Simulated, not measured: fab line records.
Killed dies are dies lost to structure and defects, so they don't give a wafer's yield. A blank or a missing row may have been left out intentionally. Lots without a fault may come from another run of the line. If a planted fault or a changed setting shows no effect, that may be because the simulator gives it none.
Chamber matching + flow n5_finfet + N5_BEOL_M5_ETCH_75 on rie_diel-01: 3 sister chambers
The step etches underlayer in N2/H2, target depth 6.5 nm, time 5.2 s. 6 wafers are shown with their chamber, then 4 later ones without.

## WAFERS, EACH WITH ITS CHAMBER
| wafer  | chamber | showerhead_plenum_p_Torr (Torr) | throttle_valve_pct (%) |
|--------|---------|---------------------------------|------------------------|
| L272.6 | 1       | 2.40                            | 17.6                   |
| L283.5 | 1       | 2.39                            | 17.6                   |
| L289.2 | 3       | 2.63                            | 18.3                   |
| L289.5 | 0       | 2.56                            | 17.5                   |
| L290.3 | 0       | 2.56                            | 17.6                   |
| L290.5 | 3       | 2.63                            | 18.3                   |

## WAFERS WHOSE CHAMBER IS MISSING
| wafer  | showerhead_plenum_p_Torr (Torr) | throttle_valve_pct (%) |
|--------|---------------------------------|------------------------|
| L291.4 | 2.56                            | 17.5                   |
| L291.5 | 2.63                            | 18.3                   |
| L292.1 | 2.63                            | 18.3                   |
| L292.6 | 2.70                            | 17.3                   |

## WHICH CHAMBER EACH WENT THROUGH
| wafer  | from the rows above | in truth                   |
|--------|---------------------|----------------------------|
| L291.4 | 0                   | 0                          |
| L291.5 | 3                   | 3                          |
| L292.1 | 3                   | 3                          |
| L292.6 | 3                   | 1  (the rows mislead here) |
Correctly placed: 3 of 4. From these rows, 0 cannot be placed. Placed wrongly: 1.
How it was worked out, from the rows above alone: a wafer's distance from a chamber is the root of the sum, over the readings, of the square of ((its reading less the chamber's mean) divided by the reading's scatter). The wafer belongs to the nearest chamber; if the next one is less than 2 further off, it can't be placed. For every chamber, the mean is computed from those of its wafers that are shown. The scatter: take each reading less its chamber's mean, square it, sum over the shown wafers, divide by the number of wafers less the number of chambers, and take the root.
